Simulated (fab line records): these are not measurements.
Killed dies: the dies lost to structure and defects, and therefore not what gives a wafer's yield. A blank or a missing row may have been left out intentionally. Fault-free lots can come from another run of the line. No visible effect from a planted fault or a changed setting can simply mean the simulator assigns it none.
Matching of chambers ; flow n5-finfet ; 3 sister chambers for N5_FIN_SAQP_PECVD_48 on pecvd-03
The step deposits SiNx from SiH4/NH3/N2, target thk 25 nm, time 22.1 s. 6 wafers are shown with their chamber, then 9 later ones without.

## WAFERS WITH THEIR CHAMBER
wafer;chamber;showerhead-plenum-p-Torr (Torr);throttle-valve-pct (%)
L090.1;0;5.20;39.2
L090.2;1;5.10;41.4
L090.3;2;5.09;40.0
L090.4;0;5.19;39.3
L090.5;2;5.07;39.8
L090.6;1;5.09;41.4

## WAFERS MISSING THEIR CHAMBER
wafer;showerhead-plenum-p-Torr (Torr);throttle-valve-pct (%)
L096.1;5.07;41.4
L096.2;5.19;39.4
L096.4;5.20;39.0
L097.1;5.08;40.3
L097.2;5.19;39.6
L097.3;5.08;41.3
L097.4;5.18;39.6
L097.5;5.10;41.4
L097.6;5.07;40.0

## WHICH CHAMBER EACH ONE RAN IN
wafer;from the rows above;in truth
L096.1;1;1
L096.2;0;0
L096.4;0;0
L097.1;2;2
L097.2;0;0
L097.3;1;1
L097.4;0;0
L097.5;1;1
L097.6;2;2
Correct placement for 9 of the 9. From these rows, 0 cannot be placed. Placed wrongly: 0.
How it was worked out, from the rows above alone: a wafer's distance from a chamber is the root of the sum, over the readings, of the square of ((its reading less the chamber's mean) divided by the reading's scatter). If the next closest chamber is less than 2 further off than the closest, the wafer can't be placed; otherwise it belongs to the closest. A chamber's mean is the mean of its shown wafers. The scatter: the root of (the sum of the squares of (reading less its chamber's mean) over the shown wafers, divided by (wafers less chambers)).
